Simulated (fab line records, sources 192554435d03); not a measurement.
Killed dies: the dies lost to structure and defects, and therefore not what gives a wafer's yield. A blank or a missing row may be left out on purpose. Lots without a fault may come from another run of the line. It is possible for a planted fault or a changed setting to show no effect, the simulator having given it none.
Struck lot and sound lot, side by side :: flow n5_finfet :: 37 steps out of a route of 1938
Sound: the wafers L968.1, L968.3, L968.4. Struck: wafers L959.1, L959.2, L959.3. Last of all comes the cause.
Per side, at each step with rows, come the tool, then ch with its chambers, and then its first start. Under that, the readings that differ: sound wafers :: struck wafers :: difference of the means :: sigmas: that difference in standard deviations of wafers without a fault.
alike: words and numbers the same on both sides, and readings whose means are apart by under 2 such deviations; not compared: readings that were withheld, readings missing a value for some wafer, numbers with overlapping values and no deviation given by the record, and bounds like >300 which may hide the same value.
The two part at a step that has a row with sigmas, a row that says differs or no value, or rows on one side only. Non-overlapping numbers with no deviation appear without sigmas and do not part them. A reading that every wafer of one side lacks parts them only if that side has two wafers or more.

first, 9 steps without rows for these wafers: N5_BEOL_M4_ANNEAL_95 (time 240 s); N5_BEOL_M4_SPUTTER_96 (material Cu, target thk 4.5 nm, time 8.29 s); N5_BEOL_M4_ECD_50 (material Cu, target thk 300 nm); N5_BEOL_M4_ANNEAL_51 (time 90 s); N5_BEOL_M4_CMP_52 (polishes, stops on SiOC, t overpolish 6.8 s, target thk 40 nm); N5_BEOL_M4_PRE_CLEAN_60 (time 15 s); N5_BEOL_M4_CO_CAP_55 (material Co, precursor CCTBA/H2, target thk 2 nm, time 102.1 s); N5_BEOL_M4_PRE_CLEAN_56 (time 15 s); N5_BEOL_M4_DEP_57 (deposits SiCN from 3MS/NH3, target thk 8 nm, time 14 s).
N5_BEOL_M4_RC_MEAS_101:
  sound on prober-02 ch 0, day 12 07:55; struck on prober-01 ch 0, day 9 20:26
reading: DIBL_N (mV/V)
sound: 38.6 38.8 38.8
struck: 34.6 38.6 34.4
difference: -2.9
sigmas: -2
  alike: DIBL_P, IOFF_N, IOFF_P, ION_N, ION_P, SS_N, SS_P, VT_N, VT_P
then, 24 steps without rows for these wafers: N5_BEOL_M5_ILD_DEP_00 (deposits SiCOH lowk from DEMS/porogen, target thk 140.64 nm, time 25.9 s); N5_BEOL_M5_CURE_79 (cures SiCOH lowk, time 240 s); N5_BEOL_M5_PECVD_70 (deposits SiO2 from TEOS/O2, target thk 16 nm, time 18 s); N5_BEOL_M5_HM_DEP_02 (deposits TiN, target thk 20 nm); N5_BEOL_M5_COAT_59 (time 60 s, resist thk 60 nm); N5_BEOL_M5_COAT_60 (time 60 s, resist thk 12 nm); N5_BEOL_M5_COAT_71 (time 60 s, resist thk 5 nm); N5_BEOL_M5_COAT_05 (resist thk 30 nm); N5_BEOL_M5_EBR_07; N5_BEOL_M5_SOFTBAKE_06 (time 60 s); N5_BEOL_M5_EXPOSE_08 (exposes mask M5, target cd 28 nm); N5_BEOL_M5_PEB_09 (peb time 60 s); N5_BEOL_M5_DEVELOP_10 (develop time 30 s); N5_BEOL_M5_DESCUM_16 (chemistry O2, time 7 s); N5_BEOL_M5_ETCH_72 (etches underlayer in N2/H2, target depth 6.5 nm, time 5.2 s); N5_BEOL_M5_ETCH_61 (etches SiARC in CF4, target depth 15.6 nm, time 26 s); N5_BEOL_M5_ETCH_62 (etches SOC in N2/H2, target depth 75 nm, overetch 15 nm, time 112.5 s); N5_BEOL_M5_STRIP_63 (strips in N2/H2); N5_BEOL_M5_STRIP_73 (strips in N2/H2); N5_BEOL_M5_STRIP_64 (strips in CF4); N5_BEOL_M5_HM_OPEN_17 (chemistry Cl2/BCl3, target TiN, target depth 20 nm, overetch 6 nm); N5_BEOL_M5_STRIP_19 (strips in O2); N5_BEOL_M5_COAT_65 (time 60 s, resist thk 60 nm); N5_BEOL_M5_COAT_66 (time 60 s, resist thk 12 nm).
-- record jumps: 3 days separate the struck wafers' starts on either side; left off in module BEOL_M5, taken up again in module BEOL_M11, whose first shown step is the route's number 1590 --
N5_BEOL_M11_ALD_74: deposits TaN, target thk 2 nm, pulse time 2 s, purge time 3 s.
  sound on ald_metal-04 ch 0,1,3, day 14 17:31; struck on ald_metal-04 ch 1,2,3, day 12 14:57
  no value came back on the struck wafers for ald_cycles, chamber_pressure_Torr (Torr), heater_power_w (W); on the sound wafers ald_cycles reads 40 40 40
N5_BEOL_M11_CMP_52: polishes, stops on SiCOH lowk, t overpolish 7 s, target thk 140 nm.
  sound on cmp-03 ch 0,1,2, day 14 18:55; struck on cmp-04 ch 0,2,3, day 12 16:17
reading: barrier_field_endpoint_s (s)
sound: 30.1 29.4 30.7
struck: 26.3 25.8 25.8
difference: -4.1
sigmas: -6
  alike: motor_current_A, platen_rpm, retaining_ring_pressure_frac
N5_PASSIVATION_PROBE_49:
  sound: prober-02 at day 16 14:04; struck: prober-01 at day 14 05:55
reading: defect_limited_yield (%)
sound: 92.2 90.8 92.6
struck: 0 0 0
difference: -92
sigmas: -71

reading: killed_at_M4_up
sound: 14 15 6
struck: 1078 1090 1085
difference: +1073
sigmas: +99 or more

reading: killed_at_other
sound: 0 2 1
struck: 7 10 7
difference: +7
sigmas: +2

reading: killed_dies
sound: 92 109 87
struck: 1180 1180 1180
difference: +1084
sigmas: +72

reading: killed_on_rim
sound: 12 17 9
struck: 152 152 152
difference: +139
sigmas: +38

reading: sort_bin_4_leakage (%)
sound: 0 0 0
struck: 90.25 91.36 90.17
difference: +90.59
sigmas: +99 or more

reading: sort_n_pass
sound: 1088 1071 1093
struck: 0 0 0
difference: -1084
sigmas: -72

reading: sort_yield_pct (%)
sound: 92.2 90.8 92.6
struck: 0 0 0
difference: -92
sigmas: -71
  alike: killed_at_M0_to_M3, killed_at_contacts, killed_at_front_end, killed_open, killed_short, sort_bin_5_function, sort_bin_6_memory

== WHERE THEY PART ==
First at N5_BEOL_M4_RC_MEAS_101; last, within this record, at N5_PASSIVATION_PROBE_49.

WHY: whatever the simulator had introduced
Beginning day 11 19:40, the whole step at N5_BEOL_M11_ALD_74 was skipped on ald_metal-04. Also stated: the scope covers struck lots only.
